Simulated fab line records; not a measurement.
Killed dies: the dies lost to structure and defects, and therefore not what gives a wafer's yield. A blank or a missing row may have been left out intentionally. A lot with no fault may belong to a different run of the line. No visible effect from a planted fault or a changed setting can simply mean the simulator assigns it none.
Struck lot and sound lot, side by side | flow n5Finfet | 15 out of 1938 route steps
Sound: wafers L862.1, L862.2, L862.5. Struck: wafer L872.4. (L872.1 of the same lot was not struck and is left out.) The cause comes at the end.
Order at every step that has rows: each side's tool, ch and its chambers, its first start. Under that, the readings that differ: sound wafers | struck wafers | difference of the means | sigmas: that difference in standard deviations of wafers without a fault.
alike: readings with means less than 2 such deviations apart, plus words and numbers identical on both sides. not compared: withheld readings, readings lacking a value on some wafer, bounds such as >300 that could conceal the same value, and numbers that have no deviation in the record and whose values overlap.
Wherever a step has rows on one side only, a row that says differs or no value, or a row with sigmas, the two part there. Numbers that have no deviation but don't overlap get no sigmas and don't part them. A reading that every wafer of one side lacks parts them only if that side has two wafers or more.

first, 1 step without rows for these wafers: N5_MOL_CONTACT_COAG_STRIP_98 (strips in N2/H2).
N5_MOL_CONTACT_COAG_CD_MEAS_99 targets a cd of 17.2 nm.
  sound on cdSem-01, day 5 22:59; struck on cdSem-01, day 8 10:37
  alike: cdNm
then, 2 steps without rows for these wafers: N5_MOL_CONTACT_COAG_IMPLANT_129; N5_MOL_CONTACT_COAG_PRECLEAN_111 (cleans in NF3:NH3, afs cycles 1, time 20 s, sublimation time 60 s).
N5_MOL_CONTACT_COAG_TI_SIL_19: material Ti, target thk 4.2 nm, time 15 s.
  sound on pvdSputter-01, day 6 00:07; struck on pvdSputter-01, day 8 11:08
  alike: substrateTempC, throttleValvePct
N5_MOL_CONTACT_COAG_ALD_20: deposits TiN, target thk 1.5 nm, pulse time 1 s, purge time 3 s.
  sound on aldMetal-03 ch 1,2, day 6 00:14; struck on aldMetal-03 ch 3, day 8 11:15
  alike: heaterPowerW, precursorPulseHeightRel
N5_MOL_CONTACT_COAG_SIL_ANNEAL_21: time 60 s.
  sound on rtpAnneal-01 ch 0, day 6 00:36; struck on rtpAnneal-01 ch 0, day 8 11:38
  alike: lampPowerPct, wafer_temp_C_max
N5_MOL_CONTACT_COAG_PRE_CLEAN_141: time 60 s.
  sound on pvdSputter-01, day 6 01:04; struck on pvdSputter-01, day 8 12:04
  alike: heaterPowerW
N5_MOL_CONTACT_COAG_SPUTTER_143: material Co, target thk 2.5 nm.
  sound on pvdSputter-01, day 6 01:08; struck on pvdSputter-01, day 8 12:08
  alike: substrateTempC, throttleValvePct
then, 3 steps without rows for these wafers: N5_MOL_CONTACT_COAG_CO_FILL_22 (material Co, precursor CCTBA/H2, target thk 20 nm); N5_MOL_CONTACT_COAG_ANNEAL_113 (time 300 s); N5_MOL_CONTACT_COAG_PRE_CLEAN_142 (time 60 s).
N5_MOL_CONTACT_COAG_SPUTTER_130: material Co, target thk 47.5 nm.
  sound on pvdSputter-03, day 6 04:07; struck on pvdSputter-02, day 8 15:31
reading                                             | sound        | struck | difference | sigmas
model.Co_of_MOL_CONTACT_COAG_SPUTTER_130.thkNm (nm) | 47 47.2 47.4 | 31.8   | -15.4      | 
  alike: substrateTempC, throttleValvePct
then, 1 step without rows for these wafers: N5_MOL_CONTACT_COAG_PRECLEAN_125 (cleans in DIW, time 57.5 s).
-- a jump in the record: the struck wafers' starts before and after are 3 days apart (it breaks off in module MOL_CONTACT_COAG and resumes in module BEOL_M4, where the first step shown is number 1111 of the route) --
N5_BEOL_M4_RC_MEAS_101:
  sound on prober-01 ch 0, day 9 01:26; struck on prober-02 ch 0, day 12 03:23
reading       | sound       | struck | difference | sigmas
ION_N (uA/um) | 655 675 658 | 681    | +18        | +2
  alike: DIBL_N, DIBL_P, IOFF_N, IOFF_P, ION_P, SS_N, SS_P, VT_N, VT_P

WHERE THEY PART
Only at N5_BEOL_M4_RC_MEAS_101, within this record.

WHY: what had been put in by the simulator
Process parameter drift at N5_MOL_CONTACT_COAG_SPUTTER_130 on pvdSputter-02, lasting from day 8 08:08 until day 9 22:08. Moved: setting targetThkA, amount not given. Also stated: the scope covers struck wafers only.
